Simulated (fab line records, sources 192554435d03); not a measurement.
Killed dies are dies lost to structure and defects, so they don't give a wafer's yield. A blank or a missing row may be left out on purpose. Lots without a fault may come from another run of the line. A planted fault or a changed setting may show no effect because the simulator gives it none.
Chamber matching | flow n5_finfet | N5_STI_FIN_REVEAL_ALD_00 on ald_sin-02: 4 sister chambers
The step deposits SiO2, target thk 1 nm, pulse time 1 s. 8 wafers are shown with their chamber, then 8 later ones without.

WAFERS WITH THEIR CHAMBER
wafer  | chamber | heater_power_w (W) | precursor_pulse_height_rel
L080.1 | 2       | 473                | 1.015
L085.2 | 0       | 411                | 1.004
L085.3 | 1       | 492                | 1.015
L085.4 | 3       | 413                | 1.021
L086.2 | 2       | 478                | 1.015
L086.3 | 1       | 478                | 0.998
L086.5 | 3       | 420                | 1.015
L087.2 | 0       | 406                | 1.011

WAFERS WITHOUT THEIR CHAMBER
wafer  | heater_power_w (W) | precursor_pulse_height_rel
L087.3 | 409                | 1.005
L087.6 | 486                | 1.008
L090.2 | 400                | 1.018
L090.5 | 402                | 0.995
L090.6 | 468                | 1.008
L096.2 | 402                | 0.980
L096.4 | 485                | 1.022
L096.5 | 474                | 1.033

WHICH CHAMBER EACH WENT THROUGH
wafer  | from the rows above     | in truth
L087.3 | can't be placed: 0 or 3 | 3
L087.6 | can't be placed: 1 or 2 | 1
L090.2 | can't be placed: 0 or 3 | 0
L090.5 | 0                       | 0
L090.6 | can't be placed: 2 or 1 | 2
L096.2 | can't be placed: 0 or 3 | 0
L096.4 | can't be placed: 2 or 1 | 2
L096.5 | can't be placed: 2 or 1 | 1
Placed correctly: 1 of 8. Can't be placed from these rows: 7 (the true chamber is among the candidates in 7). Placed wrongly: 0.
How it was worked out, from the rows above alone: a wafer's distance from a chamber is the root of the sum, over the readings, of the square of ((its reading less the chamber's mean) divided by the reading's scatter). The wafer belongs to the nearest chamber; if the next one is less than 2 further off, it can't be placed. A chamber's mean is the mean of its shown wafers. The scatter: the root of (the sum of the squares of (reading less its chamber's mean) over the shown wafers, divided by (wafers less chambers)).
